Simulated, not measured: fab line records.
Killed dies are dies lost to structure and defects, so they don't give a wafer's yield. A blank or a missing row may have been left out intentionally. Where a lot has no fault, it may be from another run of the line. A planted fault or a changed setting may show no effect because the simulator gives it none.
fab line records | flow n5-finfet
[record] lots = 7 | wafers = 39
route steps=1938 shown BEOL_M8@1336 BEOL_M11@1536 BEOL_M15@1787
start-h: hours from the record's opening day to when the first of the lot's shown wafers began | wait-h: hours since the lot's step before | " repeats the value in the row above | L1.1+2: several wafers, shown together as one row | - either no value or no given start | * or withheld: withheld | < > ~ a bound
route shown NAME@n: a module of which the file shows steps, and the number in the route of the first | usual: the fault-free wafers' mean and standard deviation | same: alike in all rows | chamber/n: place in a boat | sites: each site's reading | _std_site: standard deviation across them | _edge_site: inner sites' mean taken away from outer sites' mean | radius-mm: how far each site lies from the wafer's centre | mask NAME#n: copy n | behind: the most recent tool/chamber to have shaped the wafer | hold: cause of the lot's hold/its duration in hours/its outcome | device: whichever transistor did not switch (one of n, p or np) | end of line: tests run on the same wafers once the route is complete | step lacking rows: just its recipe | killed: at the first sort, the dies lost to defects and structure; wafer yield is something else | map: a wafer's dies, x killed, . not, _ none there
set.NAME: the setting as run; set.NAME@STEP: as run at that earlier step | model.NAME: the simulator's own value behind a step, which no gauge read
lots whose settings were changed on purpose; a table a step, a row a wafer
[[steps]]
[step N5_BEOL_M8_HM_DEP_02]
[recipe] material = TiN | target-thk-a = 200 | temp-c = 25 | chamber-pressure-pa = 0.49996
lot.wafer  | tool           | chamber | start-h | wait-h | set.target-thk-a | model.TiN_of_BEOL_M8_HM_DEP_02.thk-nm
L082.1     | pvd-sputter-02 | -       | 280.26  | 1.6    | 200              | 20.2
L082.2+3   | "              | -       | "       | "      | 164.7            | 16.8
L082.4+6   | "              | -       | "       | "      | 200              | 20.4
L082.5     | "              | -       | "       | "      | 164.7            | 16.6
L084.1+5   | pvd-sputter-02 | -       | 291.78  | 0.8    | 83.61            | 8.6
L084.2+3   | "              | -       | "       | "      | 200              | 20.2
L084.4     | "              | -       | "       | "      | 200              | 20.4
L084.6     | "              | -       | "       | "      | 83.61            | 8.2
L086.1+5   | pvd-sputter-03 | -       | 293.04  | 0.7    | 200              | 20.6
L086.2+3   | "              | -       | "       | "      | 233.1            | 23.6
L086.4     | "              | -       | "       | "      | 233.1            | 23.8
L086.6     | "              | -       | "       | "      | 200              | 20.4
L087.1+3+5 | pvd-sputter-03 | -       | 305.77  | 2.4    | 200              | 19.6
L087.2+4+6 | "              | -       | "       | "      | 257.7            | 25.2
L091.1     | pvd-sputter-01 | -       | 334.93  | 1.4    | 251.9            | 25
L091.2     | "              | -       | "       | "      | 251.9            | 25.4
L091.3     | "              | -       | "       | "      | 200              | 19.8
L091.4     | "              | -       | "       | "      | 251.9            | 25.2
L091.5+6   | "              | -       | "       | "      | 200              | 20
L093.1+2   | pvd-sputter-03 | -       | 340.77  | 0.9    | 302.2            | 30.2
L093.3+4+6 | "              | -       | "       | "      | 200              | 19.8
L093.5     | "              | -       | "       | "      | 302.2            | 30
L094.3+6   | pvd-sputter-03 | -       | 343.88  | 1.8    | 200              | 20.2
L094.5     | "              | -       | "       | "      | 200              | 20
[step N5_BEOL_M8_COAT_59]
[recipe] resist = SOC | temp-c = 250 | time-s = 60 | spin-rpm = 1500 | resist-thk-nm = 100
[step N5_BEOL_M8_COAT_60]
[recipe] resist = SiARC | temp-c = 220 | time-s = 60 | spin-rpm = 1500 | resist-thk-nm = 35
[step N5_BEOL_M8_STRIP_68]
[recipe] chemistry = N2/H2 | temp-c = 40 | n2-flow-sccm = 200 | h2-flow-sccm = 200 | rf-frequency-hz = 6e+07
[step N5_BEOL_M8_STRIP_67]
[recipe] chemistry = CF4 | resist = SiARC | power-w = 300 | bias-power-w = 75 | pressure-mtorr = 50 | cf4-flow-sccm = 150 | rf-frequency-hz = 6e+07
[step N5_BEOL_M8_HM_OPEN_17]
[recipe] chemistry = Cl2/BCl3 | target-depth-a = 200 | overetch-a = 60 | target = TiN | mask-material = SOC | ion-energy-ev = 150 | pressure-mtorr = 10 | icp-w = 1000 | bias-w = 126 | Cl2_flow_sccm = 53.25 | bcl3-flow-sccm = 21.75 | Ar_flow_sccm = 25
[usual] oes-product-au = 0.67/0.11
lot.wafer | tool         | chamber | start-h | wait-h | set.target-thk-a@BEOL_M8_HM_DEP_02 | oes-product-au | model.etch.depth-nm
L082.1    | rie-metal-03 | 0       | 281.28  | 0.0    | 200                                | 0.79           | 20.14
L082.2    | "            | 1       | "       | "      | 164.7                              | 0.66           | 16.76
L082.3    | "            | 0       | "       | "      | 164.7                              | 0.70           | 16.81
L082.4    | "            | 1       | "       | "      | 200                                | 0.71           | 20.35
L082.5    | "            | 0       | "       | "      | 164.7                              | 0.71           | 16.63
L082.6    | "            | 1       | "       | "      | 200                                | 0.72           | 20.36
L084.1    | rie-metal-02 | 1       | 292.64  | 0.0    | 83.61                              | 0.53           | 8.531
L084.2    | "            | 1       | "       | "      | 200                                | 0.78           | 20.1
L084.3    | "            | 1       | "       | "      | 200                                | 0.78           | 20.2
L084.4    | "            | 1       | "       | "      | 200                                | 0.79           | 20.31
L084.5    | "            | 1       | "       | "      | 83.61                              | 0.52           | 8.52
L084.6    | "            | 1       | "       | "      | 83.61                              | 0.53           | 8.282
L086.1    | rie-metal-03 | 0       | 293.78  | 0.0    | 200                                | 0.79           | 20.55
L086.2    | "            | 1       | "       | "      | 233.1                              | 0.79           | 23.68
L086.3    | "            | 1       | "       | "      | 233.1                              | 0.79           | 23.64
L086.4    | "            | 0       | "       | "      | 233.1                              | 0.86           | 23.76
L086.5    | "            | 1       | "       | "      | 200                                | 0.73           | 20.62
L086.6    | "            | 0       | "       | "      | 200                                | 0.78           | 20.35
L087.1    | rie-metal-02 | 1       | 306.85  | 0.0    | 200                                | 0.75           | 19.57
L087.2    | "            | 1       | "       | "      | 257.7                              | 0.88           | 25.23
L087.3    | "            | 1       | "       | "      | 200                                | 0.76           | 19.51
L087.4    | "            | 1       | "       | "      | 257.7                              | 0.88           | 25.25
L087.5    | "            | 1       | "       | "      | 200                                | 0.76           | 19.57
L087.6    | "            | 1       | "       | "      | 257.7                              | 0.88           | 25.19
L091.1    | rie-metal-01 | 1       | 336.99  | 0.0    | 251.9                              | 0.64           | 25.04
L091.2    | "            | 0       | "       | "      | 251.9                              | 0.63           | 25.35
L091.3    | "            | 0       | "       | "      | 200                                | 0.55           | 19.82
L091.4    | "            | 1       | "       | "      | 251.9                              | 0.63           | 25.2
L091.5    | "            | 1       | "       | "      | 200                                | 0.55           | 20.01
L091.6    | "            | 0       | "       | "      | 200                                | 0.55           | 20.02
L093.1    | rie-metal-01 | 1       | 341.84  | 0.0    | 302.2                              | 0.66           | 26.42
L093.2    | "            | 0       | "       | "      | 302.2                              | 0.66           | 26.72
L093.3    | "            | 0       | "       | "      | 200                                | 0.55           | 19.84
L093.4    | "            | 1       | "       | "      | 200                                | 0.55           | 19.81
L093.5    | "            | 1       | "       | "      | 302.2                              | 0.65           | 26.41
L093.6    | "            | 0       | "       | "      | 200                                | 0.55           | 19.73
L094.3    | rie-metal-02 | 0       | 344.71  | 0.1    | 200                                | 0.80           | 20.25
L094.5    | "            | 1       | "       | "      | 200                                | 0.75           | 20.05
L094.6    | "            | 0       | "       | "      | 200                                | 0.80           | 20.11
[step N5_BEOL_M8_STRIP_19]
[recipe] chemistry = O2 | power-w = 400 | temp-c = 40 | pressure-mtorr = 30 | rf-frequency-hz = 6e+07 | bias-power-w = 0 | overash-fraction = 0.2 | o2-flow-sccm = 225
[step N5_BEOL_M8_ETCH_41]
[recipe] chemistry = CH3F/O2 | target = SiCN | target-depth-a = 319 | taper-deg = 2 | time-s = 57.8 | ion-energy-ev = 120 | mask-material = TiN | pressure-mtorr = 30 | source-w = 395 | bias-w = 75 | Ar_flow_sccm = 150 | CH3F_flow_sccm = 30 | O2_flow_sccm = 20
[step N5_BEOL_M8_STRIP_80]
[recipe] chemistry = N2/H2 | time-s = 10 | power-w = 450 | temp-c = 40 | pressure-mtorr = 20 | rf-frequency-hz = 6e+07 | bias-power-w = 7 | n2-flow-sccm = 200 | h2-flow-sccm = 200
[step N5_BEOL_M8_OCD_MEAS_38]
[usual] trench-depth-nm = 93.1/1.3
lot.wafer | tool   | chamber | start-h | wait-h | set.target-thk-a@BEOL_M8_HM_DEP_02 | trench-depth-nm
L082.1    | ocd-01 | -       | 286.04  | -      | 200                                | 89.9
L082.2    | "      | -       | "       | "      | 164.7                              | 92.0
L082.3    | "      | -       | "       | "      | 164.7                              | 92.9
L082.4    | "      | -       | "       | "      | 200                                | 92.3
L082.5    | "      | -       | "       | "      | 164.7                              | 89.6
L082.6    | "      | -       | "       | "      | 200                                | 92.6
L084.1    | ocd-02 | -       | 296.02  | -      | 83.61                              | 92.2
L084.2    | "      | -       | "       | "      | 200                                | 91.3
L084.3    | "      | -       | "       | "      | 200                                | 93.9
L084.4    | "      | -       | "       | "      | 200                                | 93.5
L084.5    | "      | -       | "       | "      | 83.61                              | 92.6
L084.6    | "      | -       | "       | "      | 83.61                              | 92.0
L086.1    | ocd-01 | -       | 296.27  | -      | 200                                | 94.7
L086.2    | "      | -       | "       | "      | 233.1                              | 95.2
L086.3    | "      | -       | "       | "      | 233.1                              | 91.7
L086.4    | "      | -       | "       | "      | 233.1                              | 92.2
L086.5    | "      | -       | "       | "      | 200                                | 93.5
L086.6    | "      | -       | "       | "      | 200                                | 93.0
L087.1    | ocd-01 | -       | 310.80  | -      | 200                                | 94.6
L087.2    | "      | -       | "       | "      | 257.7                              | 91.7
L087.3    | "      | -       | "       | "      | 200                                | 92.8
L087.4    | "      | -       | "       | "      | 257.7                              | 92.9
L087.5    | "      | -       | "       | "      | 200                                | 92.7
L087.6    | "      | -       | "       | "      | 257.7                              | 92.9
L091.1    | ocd-02 | -       | 338.92  | -      | 251.9                              | 89.0
L091.2    | "      | -       | "       | "      | 251.9                              | 92.3
L091.3    | "      | -       | "       | "      | 200                                | 92.9
L091.4    | "      | -       | "       | "      | 251.9                              | 92.3
L091.5    | "      | -       | "       | "      | 200                                | 92.0
L091.6    | "      | -       | "       | "      | 200                                | 91.7
L093.1    | ocd-01 | -       | 344.58  | -      | 302.2                              | 10.4
L093.2    | "      | -       | "       | "      | 302.2                              | 17.8
L093.3    | "      | -       | "       | "      | 200                                | 94.5
L093.4    | "      | -       | "       | "      | 200                                | 92.2
L093.5    | "      | -       | "       | "      | 302.2                              | 11.9
L093.6    | "      | -       | "       | "      | 200                                | 94.1
L094.3    | ocd-02 | -       | 346.17  | -      | 200                                | 93.5
L094.5    | "      | -       | "       | "      | 200                                | 92.8
L094.6    | "      | -       | "       | "      | 200                                | 95.1
[step N5_BEOL_M11_ILD_DEP_00]
[recipe] material = SiCOH_lowk | target-thk-a = 3085.1 | temp-c = 300 | precursor = DEMS/porogen | pressure-torr = 5 | rf-w = 500 | time-s = 58
lot.wafer | tool     | chamber | start-h | wait-h | set.target-thk-a | model.SiCOH_lowk_of_BEOL_M11_ILD_DEP_00.thk-nm
L082.1    | pecvd-02 | 0       | 309.70  | 0.0    | 3085.1           | 305
L082.2    | "        | 1       | "       | "      | 2096             | 207.8
L082.3    | "        | 2       | "       | "      | 3085.1           | 303.6
L082.4    | "        | 1       | "       | "      | 3085.1           | 312.6
L082.5    | "        | 0       | "       | "      | 2096             | 208.6
L082.6    | "        | 2       | "       | "      | 2096             | 209.4
L084.1    | pecvd-03 | 2       | 317.70  | 0.0    | 4039             | 401.8
L084.2    | "        | 1       | "       | "      | 3085.1           | 305.6
L084.3    | "        | 0       | "       | "      | 4039             | 399.2
L084.4    | "        | 2       | "       | "      | 3085.1           | 314
L084.5    | "        | 1       | "       | "      | 3085.1           | 313.2
L084.6    | "        | 0       | "       | "      | 4039             | 405.6
L086.1    | pecvd-04 | 2       | 318.80  | 0.0    | 3715             | 368.4
L086.2    | "        | 1       | "       | "      | 3715             | 367.6
L086.3    | "        | 0       | "       | "      | 3085.1           | 304
L086.4    | "        | 0       | "       | "      | 3715             | 374
L086.5    | "        | 1       | "       | "      | 3085.1           | 309
L086.6    | "        | 2       | "       | "      | 3085.1           | 307.4
L087.1    | pecvd-04 | 1       | 332.86  | 0.0    | 3085.1           | 307.6
L087.2    | "        | 0       | "       | "      | 4082             | 406.4
L087.3    | "        | 2       | "       | "      | 4082             | 408.4
L087.4    | "        | 2       | "       | "      | 3085.1           | 314
L087.5    | "        | 1       | "       | "      | 4082             | 417
L087.6    | "        | 0       | "       | "      | 3085.1           | 311.4
L091.1    | pecvd-02 | 0       | 360.57  | 0.0    | 3085.1           | 306.2
L091.2    | "        | 2       | "       | "      | 4258             | 420.8
L091.3    | "        | 2       | "       | "      | 4258             | 429.4
L091.4    | "        | 0       | "       | "      | 4258             | 427
L091.5    | "        | 0       | "       | "      | 3085.1           | 310.2
L091.6    | "        | 2       | "       | "      | 3085.1           | 310.4
L093.1    | pecvd-03 | 1       | 365.65  | 0.0    | 3085.1           | 306.2
L093.2    | "        | 0       | "       | "      | 1984             | 191.8
L093.3    | "        | 2       | "       | "      | 1984             | 197
L093.4    | "        | 1       | "       | "      | 3085.1           | 310.4
L093.5    | "        | 0       | "       | "      | 3085.1           | 307.8
L093.6    | "        | 2       | "       | "      | 1984             | 201.6
L094.3    | pecvd-04 | 0       | 370.87  | 0.0    | 3085.1           | 307.4
L094.5    | "        | 1       | "       | "      | 3085.1           | 309.8
L094.6    | "        | 2       | "       | "      | 3085.1           | 313.6
[step N5_BEOL_M11_CURE_71]
[recipe] temp-c = 385 | time-s = 240 | ambient = He/Ar | material = SiCOH_lowk
lot.wafer | tool       | chamber | start-h | wait-h | set.target-thk-a@BEOL_M11_ILD_DEP_00 | model.SiCOH_lowk_of_BEOL_M11_ILD_DEP_00.thk-nm
L082.1    | uv-cure-01 | 0       | 309.78  | 0.0    | 3085.1                               | 265
L082.2    | "          | 0       | "       | "      | 2096                                 | 179.4
L082.3    | "          | 0       | "       | "      | 3085.1                               | 263.6
L082.4    | "          | 0       | "       | "      | 3085.1                               | 271.6
L082.5    | "          | 0       | "       | "      | 2096                                 | 180.2
L082.6    | "          | 0       | "       | "      | 2096                                 | 180.8
L084.1    | uv-cure-03 | 0       | 317.78  | 0.0    | 4039                                 | 351
L084.2    | "          | 0       | "       | "      | 3085.1                               | 265.6
L084.3    | "          | 0       | "       | "      | 4039                                 | 348.6
L084.4    | "          | 0       | "       | "      | 3085.1                               | 272.8
L084.5    | "          | 0       | "       | "      | 3085.1                               | 272.2
L084.6    | "          | 0       | "       | "      | 4039                                 | 354.2
L086.1    | uv-cure-02 | 1       | 318.88  | 0.0    | 3715                                 | 321
L086.2    | "          | 1       | "       | "      | 3715                                 | 320.4
L086.3    | "          | 1       | "       | "      | 3085.1                               | 264
L086.4    | "          | 1       | "       | "      | 3715                                 | 326
L086.5    | "          | 1       | "       | "      | 3085.1                               | 268.4
L086.6    | "          | 1       | "       | "      | 3085.1                               | 267
L087.1    | uv-cure-03 | 1       | 332.93  | 0.0    | 3085.1                               | 267.2
L087.2    | "          | 1       | "       | "      | 4082                                 | 354.8
L087.3    | "          | 1       | "       | "      | 4082                                 | 356.6
L087.4    | "          | 1       | "       | "      | 3085.1                               | 273
L087.5    | "          | 1       | "       | "      | 4082                                 | 364.4
L087.6    | "          | 1       | "       | "      | 3085.1                               | 270.6
L091.1    | uv-cure-01 | 1       | 360.68  | 0.1    | 3085.1                               | 266
L091.2    | "          | 1       | "       | "      | 4258                                 | 367.8
L091.3    | "          | 1       | "       | "      | 4258                                 | 375.6
L091.4    | "          | 1       | "       | "      | 4258                                 | 373.4
L091.5+6  | "          | 1       | "       | "      | 3085.1                               | 269.6
L093.1    | uv-cure-02 | 1       | 365.73  | 0.0    | 3085.1                               | 265.8
L093.2    | "          | 1       | "       | "      | 1984                                 | 165.4
L093.3    | "          | 1       | "       | "      | 1984                                 | 170
L093.4    | "          | 1       | "       | "      | 3085.1                               | 269.6
L093.5    | "          | 1       | "       | "      | 3085.1                               | 267.4
L093.6    | "          | 1       | "       | "      | 1984                                 | 174.2
L094.3    | uv-cure-01 | 1       | 371.27  | 0.4    | 3085.1                               | 267
L094.5    | "          | 1       | "       | "      | 3085.1                               | 269.2
L094.6    | "          | 1       | "       | "      | 3085.1                               | 272.4
[step N5_BEOL_M11_THK_MEAS_01]
[recipe] reads = SiCOH_lowk_of_BEOL_M11_ILD_DEP_00
[usual] M11_ILD_THK = 267/3.3
lot.wafer | tool          | chamber | start-h | wait-h | set.target-thk-a@BEOL_M11_ILD_DEP_00 | M11_ILD_THK[nm]
L082.1    | film-metro-01 | -       | 310.77  | 0.8    | 3085.1                               | 265
L082.2    | "             | -       | "       | "      | 2096                                 | 180
L082.3    | "             | -       | "       | "      | 3085.1                               | 264
L082.4    | "             | -       | "       | "      | 3085.1                               | 272
L082.5    | "             | -       | "       | "      | 2096                                 | 180
L082.6    | "             | -       | "       | "      | 2096                                 | 181
L084.1    | film-metro-02 | -       | 318.29  | 0.4    | 4039                                 | 351
L084.2    | "             | -       | "       | "      | 3085.1                               | 265
L084.3    | "             | -       | "       | "      | 4039                                 | 349
L084.4    | "             | -       | "       | "      | 3085.1                               | 273
L084.5    | "             | -       | "       | "      | 3085.1                               | 272
L084.6    | "             | -       | "       | "      | 4039                                 | 354
L086.1    | film-metro-02 | -       | 319.39  | 0.4    | 3715                                 | 321
L086.2    | "             | -       | "       | "      | 3715                                 | 320
L086.3    | "             | -       | "       | "      | 3085.1                               | 264
L086.4    | "             | -       | "       | "      | 3715                                 | 326
L086.5    | "             | -       | "       | "      | 3085.1                               | 269
L086.6    | "             | -       | "       | "      | 3085.1                               | 267
L087.1    | film-metro-01 | -       | 333.45  | 0.4    | 3085.1                               | 267
L087.2    | "             | -       | "       | "      | 4082                                 | 355
L087.3    | "             | -       | "       | "      | 4082                                 | 357
L087.4    | "             | -       | "       | "      | 3085.1                               | 273
L087.5    | "             | -       | "       | "      | 4082                                 | 365
L087.6    | "             | -       | "       | "      | 3085.1                               | 271
L091.1    | film-metro-02 | -       | 361.19  | 0.4    | 3085.1                               | 266
L091.2    | "             | -       | "       | "      | 4258                                 | 368
L091.3    | "             | -       | "       | "      | 4258                                 | 375
L091.4    | "             | -       | "       | "      | 4258                                 | 373
L091.5    | "             | -       | "       | "      | 3085.1                               | 270
L091.6    | "             | -       | "       | "      | 3085.1                               | 270
L093.1    | film-metro-01 | -       | 366.72  | 0.8    | 3085.1                               | 266
L093.2    | "             | -       | "       | "      | 1984                                 | 165
L093.3    | "             | -       | "       | "      | 1984                                 | 170
L093.4    | "             | -       | "       | "      | 3085.1                               | 270
L093.5    | "             | -       | "       | "      | 3085.1                               | 268
L093.6    | "             | -       | "       | "      | 1984                                 | 174
L094.3    | film-metro-02 | -       | 371.94  | 0.5    | 3085.1                               | 267
L094.5    | "             | -       | "       | "      | 3085.1                               | 269
L094.6    | "             | -       | "       | "      | 3085.1                               | 272
[step N5_BEOL_M15_ETCH_59]
[recipe] chemistry = N2/H2 | target = BARC | target-depth-a = 890 | overetch-a = 267 | time-s = 67.9 | ion-energy-ev = 200 | pressure-mtorr = 30 | source-w = 840 | bias-w = 150 | n2-flow-sccm = 200 | h2-flow-sccm = 200
lot.wafer | tool        | chamber | start-h | wait-h | set.time-s | model.etch.depth-nm | model.coat_of_BEOL_M15_COAT_04.thk-nm
L082.1    | rie-diel-01 | 1       | 337.26  | 0.0    | 86.48      | 88.8                | 699.6
L082.2    | "           | 2       | "       | "      | 67.9       | 89.01               | 717.2
L082.3    | "           | 0       | "       | "      | 67.9       | 89.1                | 716.4
L082.4    | "           | 3       | "       | "      | 86.48      | 88.98               | 698.4
L082.5    | "           | 1       | "       | "      | 86.48      | 88.97               | 702
L082.6    | "           | 2       | "       | "      | 67.9       | 89.09               | 717.4
L086.1    | rie-diel-04 | 0       | 343.77  | 0.0    | 67.9       | 88.54               | 719
L086.2    | "           | 1       | "       | "      | 67.9       | 88.89               | 716.6
L086.3    | "           | 3       | "       | "      | 67.9       | 88.88               | 717.8
L086.4    | "           | 2       | "       | "      | 50.54      | 84.97               | 735.2
L086.5    | "           | 1       | "       | "      | 50.54      | 87.54               | 733.8
L086.6    | "           | 2       | "       | "      | 50.54      | 85.87               | 734
L084.1    | rie-diel-06 | 0       | 347.91  | 0.0    | 67.9       | 88.7                | 719.4
L084.2    | "           | 1       | "       | "      | 67.9       | 88.73               | 721
L084.3    | "           | 2       | "       | "      | 67.9       | 88.64               | 716.6
L084.4    | "           | 0       | "       | "      | 67.9       | 88.48               | 718.8
L084.5    | "           | 2       | "       | "      | 67.9       | 88.68               | 718.6
L084.6    | "           | 1       | "       | "      | 67.9       | 88.54               | 720.8
L087.1    | rie-diel-06 | 0       | 366.71  | 0.0    | 95.93      | 89.19               | 692.2
L087.2    | "           | 2       | "       | "      | 67.9       | 88.91               | 719.4
L087.3    | "           | 3       | "       | "      | 67.9       | 89.08               | 718.2
L087.4    | "           | 0       | "       | "      | 95.93      | 88.78               | 693.8
L087.5    | "           | 3       | "       | "      | 95.93      | 88.84               | 690.8
L087.6    | "           | 2       | "       | "      | 67.9       | 89.2                | 719.2
L093.1    | rie-diel-04 | 2       | 392.85  | 0.0    | 67.9       | 88.36               | 715.8
L093.2    | "           | 1       | "       | "      | 67.9       | 88.71               | 713.6
L093.3    | "           | 0       | "       | "      | 27.44      | 47.1                | 751.6
L093.4    | "           | 3       | "       | "      | 67.9       | 88.59               | 715.4
L093.5    | "           | 0       | "       | "      | 27.44      | 46.99               | 751.6
L093.6    | "           | 3       | "       | "      | 27.44      | 46.85               | 753.6
L091.1    | rie-diel-06 | 3       | 392.96  | 0.0    | 67.9       | 88.98               | 717.2
L091.2    | "           | 0       | "       | "      | 67.9       | 88.89               | 715.4
L091.3    | "           | 2       | "       | "      | 43.91      | 75.44               | 737.8
L091.4    | "           | 1       | "       | "      | 43.91      | 74.21               | 738.6
L091.5    | "           | 2       | "       | "      | 43.91      | 75.54               | 738.4
L091.6    | "           | 1       | "       | "      | 67.9       | 88.57               | 715
L094.3    | rie-diel-06 | 1       | 395.74  | 0.0    | 67.9       | 88.78               | 717.8
L094.5    | "           | 3       | "       | "      | 67.9       | 88.78               | 718
L094.6    | "           | 2       | "       | "      | 67.9       | 88.4                | 718.6
[step N5_BEOL_M15_VIA_ETCH_16]
[recipe] chemistry = C4F8/O2/Ar | target = SiO2 | he-inner-torr = 15 | he-outer-torr = 30 | target-depth-a = 17922 | time-s = withheld | ion-energy-ev = 800 | pressure-mtorr = 20 | source-w = 1905 | bias-w = 2040 | Ar_flow_sccm = 400 | C4F8_flow_sccm = 16 | O2_flow_sccm = 12 | ends = cleared
[step N5_BEOL_M15_STRIP_63]
[recipe] chemistry = O2 | power-w = 600 | temp-c = 60 | pressure-mtorr = 30 | rf-frequency-hz = 6e+07 | bias-power-w = 0 | overash-fraction = 0.3 | o2-flow-sccm = 225
[step N5_BEOL_M15_STRIP_65]
[recipe] chemistry = post-etch-residue-remover | time-s = 60 | temp-c = 25 | remover-ph = withheld | remover-water-wt-pct = withheld | remover-fluoride-wt-pct = withheld
[step N5_BEOL_M15_SRD_66]
[recipe] time-s = 30 | temp-c = 23 | rinse-liquid = diw | dry = n2-spin | spin-rpm = 1500 | dry-time-s = 30
[step N5_BEOL_M15_CD_MEAS_17]
[recipe] target-cd-nm = 360 | polarity = opening
[usual] cd-nm = 360.6/1.3
lot.wafer | tool      | chamber | start-h | wait-h | set.time-s@BEOL_M15_ETCH_59 | cd-nm
L082.1    | cd-sem-02 | -       | 337.72  | 0.0    | 86.48                       | 363.4
L082.2    | "         | -       | "       | "      | 67.9                        | 359.5
L082.3    | "         | -       | "       | "      | 67.9                        | 360.3
L082.4    | "         | -       | "       | "      | 86.48                       | 364.5
L082.5    | "         | -       | "       | "      | 86.48                       | 364.3
L082.6    | "         | -       | "       | "      | 67.9                        | 359.7
L086.1    | cd-sem-02 | -       | 344.23  | 0.0    | 67.9                        | 360.7
L086.2    | "         | -       | "       | "      | 67.9                        | 359.0
L086.3    | "         | -       | "       | "      | 67.9                        | 359.6
L086.4    | "         | -       | "       | "      | 50.54                       | 356.5
L086.5    | "         | -       | "       | "      | 50.54                       | 355.7
L086.6    | "         | -       | "       | "      | 50.54                       | 356.5
L084.1    | cd-sem-01 | -       | 348.37  | 0.0    | 67.9                        | 359.9
L084.2    | "         | -       | "       | "      | 67.9                        | 359.1
L084.3    | "         | -       | "       | "      | 67.9                        | 359.8
L084.4    | "         | -       | "       | "      | 67.9                        | 359.4
L084.5    | "         | -       | "       | "      | 67.9                        | 359.4
L084.6    | "         | -       | "       | "      | 67.9                        | 360.1
L087.1    | cd-sem-03 | -       | 367.17  | 0.0    | 95.93                       | 366.0
L087.2    | "         | -       | "       | "      | 67.9                        | 361.6
L087.3    | "         | -       | "       | "      | 67.9                        | 360.7
L087.4    | "         | -       | "       | "      | 95.93                       | 366.9
L087.5    | "         | -       | "       | "      | 95.93                       | 365.3
L087.6    | "         | -       | "       | "      | 67.9                        | 362.5
L093.1    | cd-sem-01 | -       | 393.31  | 0.0    | 67.9                        | 361.2
L093.2    | "         | -       | "       | "      | 67.9                        | 360.8
L093.3    | "         | -       | "       | "      | 27.44                       | 354.0
L093.4    | "         | -       | "       | "      | 67.9                        | 360.2
L093.5    | "         | -       | "       | "      | 27.44                       | 353.4
L093.6    | "         | -       | "       | "      | 27.44                       | 352.4
L091.1    | cd-sem-03 | -       | 393.46  | 0.0    | 67.9                        | 362.7
L091.2    | "         | -       | "       | "      | 67.9                        | 362.7
L091.3    | "         | -       | "       | "      | 43.91                       | 357.1
L091.4    | "         | -       | "       | "      | 43.91                       | 359.5
L091.5    | "         | -       | "       | "      | 43.91                       | 358.9
L091.6    | "         | -       | "       | "      | 67.9                        | 364.1
L094.3    | cd-sem-03 | -       | 396.20  | 0.0    | 67.9                        | 360.3
L094.5    | "         | -       | "       | "      | 67.9                        | 360.7
L094.6    | "         | -       | "       | "      | 67.9                        | 359.3
[[key]]
[split] step = N5_BEOL_M8_HM_DEP_02 | setting = target-thk-a | stated = 200 | by = wafer
[response] step = N5_BEOL_M8_HM_DEP_02 | reading = model.TiN_of_BEOL_M8_HM_DEP_02.thk-nm | change = +0.201 | per = 1% | r = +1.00
[response] step = N5_BEOL_M8_HM_OPEN_17 | reading = oes-product-au | change = +0.00342 | per = 1% | r = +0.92
[response] step = N5_BEOL_M8_HM_OPEN_17 | reading = model.etch.depth-nm | change = +0.178 | per = 1% | r = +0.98
[response] step = N5_BEOL_M8_OCD_MEAS_38 | reading = trench-depth-nm | shape = bent | at-lowest = 92.3 | at-stated = 93.0 | at-highest = 13.4
[split] step = N5_BEOL_M11_ILD_DEP_00 | setting = target-thk-a | stated = 3085.1 | by = wafer
[response] step = N5_BEOL_M11_ILD_DEP_00 | reading = model.SiCOH_lowk_of_BEOL_M11_ILD_DEP_00.thk-nm | change = +3.07 | per = 1% | r = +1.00
[response] step = N5_BEOL_M11_CURE_71 | reading = model.SiCOH_lowk_of_BEOL_M11_ILD_DEP_00.thk-nm | change = +2.71 | per = 1% | r = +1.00
[response] step = N5_BEOL_M11_THK_MEAS_01 | reading = M11_ILD_THK | change = +2.72 | per = 1% | r = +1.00
[split] step = N5_BEOL_M15_ETCH_59 | setting = time-s | stated = 67.9 | by = wafer
[response] step = N5_BEOL_M15_ETCH_59 | reading = model.etch.depth-nm | shape = bent | at-lowest = 46.98 | at-stated = 88.77 | at-highest = 88.94
[response] step = N5_BEOL_M15_ETCH_59 | reading = model.coat_of_BEOL_M15_COAT_04.thk-nm | change = -0.633 | per = 1% | r = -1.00
[response] step = N5_BEOL_M15_CD_MEAS_17 | reading = cd-nm | change = +0.127 | per = 1% | r = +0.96
